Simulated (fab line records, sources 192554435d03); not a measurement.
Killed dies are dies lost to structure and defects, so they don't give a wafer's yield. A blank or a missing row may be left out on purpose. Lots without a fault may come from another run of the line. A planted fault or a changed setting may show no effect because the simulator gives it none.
Chamber matching | flow n5_finfet | N5_BEOL_M15_TRENCH_ETCH_34 on rie_diel-04: 4 sister chambers
The step etches SiO2 in C4F8/O2/Ar, target depth 872.93 nm, time 199 s. 4 wafers are shown with their chamber, then 11 later ones without.

WAFERS WITH THEIR CHAMBER
wafer  | chamber | rf_vpp_V (V)
L084.2 | 3       | 2240
L085.1 | 1       | 2229
L085.2 | 2       | 2259
L088.1 | 0       | 2166

WAFERS WITHOUT THEIR CHAMBER
wafer  | rf_vpp_V (V)
L088.4 | 2239
L088.5 | 2165
L087.3 | 2166
L087.4 | 2230
L087.5 | 2239
L090.3 | 2260
L090.4 | 2237
L090.5 | 2260
L092.1 | 2166
L092.2 | 2230
L092.5 | 2166

WHICH CHAMBER EACH WENT THROUGH
wafer  | from the rows above | in truth
L088.4 | 3                   | 3
L088.5 | 0                   | 0
L087.3 | 0                   | 0
L087.4 | 1                   | 1
L087.5 | 3                   | 3
L090.3 | 2                   | 2
L090.4 | 3                   | 3
L090.5 | 2                   | 2
L092.1 | 0                   | 0
L092.2 | 1                   | 1
L092.5 | 0                   | 0
Placed correctly: 11 of 11. Can't be placed from these rows: 0. Placed wrongly: 0.
How it was worked out, from the rows above alone: a wafer's distance from a chamber is the root of the sum, over the readings, of the square of ((its reading less the chamber's mean) divided by the reading's scatter). The wafer belongs to the nearest chamber; if the next one is less than 2 further off, it can't be placed. A chamber's mean is the mean of its shown wafers. The scatter: with one shown wafer a chamber, the root of the mean of the squares of how far each hidden wafer lies from its nearest shown one.
